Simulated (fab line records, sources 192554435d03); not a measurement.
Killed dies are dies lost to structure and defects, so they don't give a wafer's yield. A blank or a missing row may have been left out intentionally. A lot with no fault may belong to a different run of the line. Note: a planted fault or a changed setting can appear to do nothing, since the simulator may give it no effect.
fab line records | flow n5-finfet | part 2 of 2: steps 23 to 28 of 28
record lots=5 wafers=15 last-day=18
route steps=1938 shown MIM_TOP_LITHO@1843 MIM_TOP_ETCH@1851 MIM_BOT_LITHO@1854 MIM_BOT_ETCH@1866
lots untouched by any fault: they come from a run of this same line in which no faults occurred
start-h: start of the lot's first displayed wafer, in hours after the record's first day | wait-h: hours since the lot's step before | " the same as in the row above | L1.1+2: a single row standing in for several wafers | - value missing, or start not given | * or withheld: withheld | < > ~ a bound
route shown NAME@n: a module of which the file shows steps, and the number in the route of the first | usual: the fault-free wafers' mean and standard deviation | same: alike in all rows | chamber/n: place in a boat | sites: readings site by site | _std_site: their standard deviation | _edge_site: the outer-site mean with the inner-site mean subtracted | radius-mm: for every site, how far away it sits from the centre of the wafer | mask NAME#n: copy n | behind: tool/chamber where the wafer was last shaped | hold: what put the lot on hold/how long, in hours/how the hold closed | device: which transistor (n, p or np) failed to switch | end of line: tests of these same wafers at the route's end | a step with no rows: only its recipe | killed: dies that structure and defects cost at the first sort, which is not the same as the wafer's yield | map: a wafer's dies, x killed, . not, _ none there
set.NAME: the setting as run; set.NAME@STEP: as run at that earlier step | model.NAME: the simulator's own value behind a step, which no gauge read
lots at some steps of the route; a table a step, a row a wafer
services: the hour from which a tool's chamber was out of use, counted from the record's first day as start-h (under 0 if before that day), plus the number of hours and why
## steps
# step N5_MIM_BOT_LITHO_DESCUM_10
# recipe chemistry=O2 time-s=7.9 source-power-w=50 bias-power-w=20 pressure-mtorr=20 rf-frequency-hz=2.712e+07 temp-c=40 o2-flow-sccm=225
# usual drypump-motor-current-A=5.6/0.36 oes-product-au=0.82/0.069 rf-vpp-V=243.7/1.1 showerhead-plenum-p-Torr=2.14/0.045 throttle-valve-pct=20.23/0.25
# columns lot.wafer tool chamber start-h wait-h drypump-motor-current-A oes-product-au rf-hours-counter-h rf-vpp-V showerhead-plenum-p-Torr throttle-valve-pct
L078.2 rie-diel-04 2 305.92 0.0 5.9 0.70 242 242.3 2.08 20.66
L078.3 " 1 " " 6.2 0.70 237 243.2 2.17 20.95
L078.6 " 3 " " 5.4 0.84 - 243.9 2.15 20.17
L084.1 rie-diel-01 3 387.54 0.0 5.2 0.81 104 243.3 2.10 20.20
L084.2 " 0 " " 5.9 0.79 91 243.5 2.21 20.08
L084.4 " 1 " " 5.3 0.94 17 244.6 2.13 20.18
L092.1 rie-diel-04 2 411.48 0.0 5.9 0.91 19 241.6 2.07 20.33
L092.2 " 3 " " 5.5 0.79 90 243.0 2.14 20.22
L092.6 " 3 " " 5.5 0.78 - 243.9 2.14 20.21
L090.1 rie-diel-06 0 411.89 0.0 5.2 0.83 87 244.0 2.12 19.97
L090.2 " 1 " " 5.5 0.74 158 240.9 2.09 20.71
L090.3 " 3 " " 4.9 0.87 35 245.4 2.21 20.07
L093.3 rie-diel-06 3 419.43 0.0 4.9 0.87 36 245.0 2.21 20.08
L093.4 " 1 " " 5.5 0.75 159 241.9 2.09 20.71
L093.5 " 3 " " 4.9 0.88 - 245.8 2.21 20.09
# step N5_MIM_BOT_ETCH_ETCH_04
# recipe chemistry=CF4/O2 target=SiNx target-depth-a=260 time-s=13 ion-energy-ev=100 pressure-mtorr=40 source-w=535 bias-w=49 Ar_flow_sccm=100 cf4-flow-sccm=100 O2_flow_sccm=10
# usual drypump-motor-current-A=5.6/0.36 oes-product-au=0.82/0.071 rf-vpp-V=240/6.3 showerhead-plenum-p-Torr=2.25/0.046 throttle-valve-pct=15.77/0.23
# columns lot.wafer tool chamber start-h wait-h drypump-motor-current-A oes-product-au rf-hours-counter-h rf-vpp-V showerhead-plenum-p-Torr throttle-valve-pct
L078.2 rie-diel-04 2 305.98 0.0 6.0 0.69 242 242 2.17 16.15
L078.3 " 1 " " 6.2 0.71 237 238 2.26 16.45
L078.6 " 3 " " 5.5 0.84 - 253 2.24 15.63
L084.1 rie-diel-01 3 387.60 0.0 5.2 0.81 104 232 2.23 15.84
L084.2 " 0 " " 5.9 0.79 91 241 2.32 15.61
L084.4 " 1 " " 5.3 0.94 17 241 2.26 15.82
L092.1 rie-diel-04 2 411.54 0.0 6.0 0.90 19 243 2.16 15.72
L092.2 " 3 " " 5.5 0.79 90 254 2.23 15.69
L092.6 " 3 " " 5.5 0.79 - 253 2.23 15.71
L090.1 rie-diel-06 0 411.96 0.0 5.2 0.81 87 248 2.23 15.53
L090.2 " 1 " " 5.6 0.75 158 243 2.19 16.19
L090.3 " 3 " " 4.9 0.86 35 244 2.34 15.75
L093.3 rie-diel-06 3 419.49 0.0 5.0 0.87 36 244 2.34 15.75
L093.4 " 1 " " 5.6 0.75 159 243 2.19 16.18
L093.5 " 3 " " 4.9 0.87 - 243 2.34 15.77
# step N5_MIM_BOT_ETCH_ETCH_03
# recipe chemistry=Cl2/BCl3 target-depth-a=120 pressure-mtorr=8 icp-w=800 bias-w=100 Cl2_flow_sccm=20 bcl3-flow-sccm=80
# usual drypump-motor-current-A=5.8/0.6 he-backside-leak-sccm=3.53/0.16 oes-product-au=0.76/0.06 throttle-valve-pct=27.46/0.15
# columns lot.wafer tool chamber start-h wait-h drypump-motor-current-A he-backside-leak-sccm oes-product-au rf-hours-counter-h throttle-valve-pct
L078.2 rie-metal-02 0 306.07 0.1 6.6 3.56 0.89 15 27.23
L078.3 " 1 " " 5.6 3.31 0.67 - 27.73
L078.6 " 1 " " 5.6 3.68 0.67 - 27.72
L084.1 rie-metal-03 0 387.69 0.1 5.7 3.50 0.83 26 27.33
L084.2 " 1 " " 6.7 3.55 0.77 46 27.40
L084.4 " 0 " " 5.7 3.48 0.83 - 27.31
L092.1 rie-metal-03 1 411.63 0.1 6.7 3.90 0.76 48 27.41
L092.2 " 0 " " 5.7 3.43 0.81 28 27.33
L092.6 " 0 " " 5.7 3.61 0.81 - 27.33
L090.1 rie-metal-03 0 412.05 0.1 5.7 3.33 0.82 28 27.31
L090.2 " 1 " " 6.7 3.75 0.76 48 27.40
L090.3 " 1 " " 6.7 4.00 0.76 - 27.41
L093.3 rie-metal-02 1 419.61 0.1 5.6 3.44 0.65 - 27.75
L093.4 " 0 " " 6.5 3.64 0.86 - 27.25
L093.5 " 0 " " 6.5 3.65 0.85 - 27.25
# step N5_MIM_BOT_ETCH_ETCH_00
# recipe chemistry=Cl2/BCl3 target=TiN target-depth-a=455 ion-energy-ev=150 pressure-mtorr=10 icp-w=1000 bias-w=126 Cl2_flow_sccm=53.25 bcl3-flow-sccm=21.75 Ar_flow_sccm=25
# usual drypump-motor-current-A=5.8/0.6 he-backside-leak-sccm=3.50/0.2 oes-product-au=0.76/0.061 throttle-valve-pct=21.88/0.18
# columns lot.wafer tool chamber start-h wait-h drypump-motor-current-A he-backside-leak-sccm oes-product-au rf-hours-counter-h throttle-valve-pct
L078.2 rie-metal-02 0 306.16 0.1 6.6 3.43 0.90 15 21.72
L078.3 " 1 " " 5.6 3.40 0.67 - 22.28
L078.6 " 1 " " 5.6 3.29 0.67 - 22.30
L084.1 rie-metal-03 0 387.78 0.1 5.7 3.26 0.83 26 21.72
L084.2 " 1 " " 6.7 3.49 0.77 46 21.82
L084.4 " 0 " " 5.7 3.15 0.83 - 21.73
L092.1 rie-metal-03 1 411.72 0.1 6.7 3.60 0.77 48 21.81
L092.2 " 0 " " 5.8 3.49 0.82 28 21.73
L092.6 " 0 " " 5.7 3.53 0.83 - 21.74
L090.1 rie-metal-03 0 412.14 0.1 5.8 3.09 0.82 28 21.71
L090.2 " 1 " " 6.7 3.66 0.76 49 21.82
L090.3 " 1 " " 6.7 3.74 0.77 - 21.81
L093.3 rie-metal-02 1 419.71 0.1 5.6 3.50 0.66 - 22.30
L093.4 " 0 " " 6.5 3.64 0.85 - 21.77
L093.5 " 0 " " 6.5 3.60 0.86 - 21.76
# step N5_MIM_BOT_ETCH_STRIP_01
# recipe chemistry=O2 power-w=600 temp-c=60 pressure-mtorr=30 rf-frequency-hz=6e+07 bias-power-w=0 overash-fraction=0.5 o2-flow-sccm=225
# usual drypump-motor-current-A=5.6/0.36 oes-product-au=0.82/0.068 rf-vpp-V=3.5/1.2 showerhead-plenum-p-Torr=2.14/0.044 throttle-valve-pct=16.50/0.27
# columns lot.wafer tool chamber start-h wait-h drypump-motor-current-A oes-product-au rf-hours-counter-h rf-vpp-V showerhead-plenum-p-Torr throttle-valve-pct
L078.2 rie-diel-01 1 306.36 0.2 5.3 0.68 249 2.3 2.14 16.84
L078.3 " 2 " " 5.9 0.77 107 2.2 2.20 16.48
L078.6 " 0 " " 5.9 0.84 - 1.4 2.22 16.29
L084.1 rie-diel-06 2 388.02 0.2 5.6 0.83 64 1.1 2.13 16.25
L084.2 " 0 " " 5.2 0.86 77 2.5 2.13 16.20
L084.4 " 3 " " 4.9 0.90 25 4.1 2.22 16.31
L092.1 rie-diel-01 2 411.86 0.1 5.9 0.75 149 3.9 2.18 16.54
L092.2 " 1 " " 5.3 0.92 26 5.8 2.13 16.41
L092.6 " 3 " " 5.2 0.77 - 4.4 2.11 16.46
L090.1 rie-diel-01 0 412.28 0.1 5.9 0.80 100 4.8 2.21 16.30
L090.2 " 1 " " 5.3 0.94 26 3.1 2.13 16.41
L090.3 " 2 " " 5.9 0.74 149 4.2 2.18 16.56
L093.3 rie-diel-04 3 419.87 0.1 5.4 0.79 92 4.2 2.14 16.44
L093.4 " 0 " " 6.1 0.83 107 6.0 2.13 16.36
L093.5 " 2 " " 5.9 0.90 - 5.2 2.07 16.49
# step N5_MIM_BOT_ETCH_STRIP_02
# recipe chemistry=post-etch-residue-remover time-s=1200 temp-c=72.5
# columns lot.wafer tool chamber start-h wait-h
L078.2+3+6 wet-bench-06 5,7,6 306.43 -
L084.1+2+4 wet-bench-06 4,1,7 388.09 -
L092.1+2+6 wet-bench-03 1,3,2 411.93 -
L090.1+2+3 wet-bench-03 4,7,5 412.34 -
L093.3+4+5 wet-bench-06 5,1,2 420.04 -
## services
# columns tool chamber start-h hours kind
rie-metal-02 0 284.47 3.0 repair
krf-scanner-02 - 289.44 2.5 repair
rie-metal-02 1 307.00 6.2 repair
litho-track-04 - 307.56 - consumable-replace:filter
wet-bench-03 - 313.83 1.9 pm
krf-scanner-01 - 321.41 1.0 pm
krf-scanner-01 - 329.90 1.0 pm
rie-diel-03 2 333.39 19.1 repair
krf-scanner-02 - 335.72 1.3 pm
rie-diel-04 1 338.83 3.5 repair
pecvd-03 2 344.90 2.2 repair
krf-scanner-01 - 348.95 4.4 pm
rie-diel-02 0 350.54 31.6 repair
rie-metal-03 1 351.35 12.2 repair
rie-diel-06 1 354.22 10.2 repair
rie-diel-01 0 354.91 5.7 repair
krf-scanner-02 - 356.16 0.2 repair
krf-scanner-01 - 363.72 1.3 pm
krf-scanner-02 - 370.79 3.6 pm
rie-diel-03 - 388.37 4.3 pm
krf-scanner-02 - 395.47 0.8 pm
krf-scanner-01 - 396.79 0.8 pm
krf-scanner-02 - 413.00 1.0 pm
rie-diel-03 3 418.14 1.4 repair
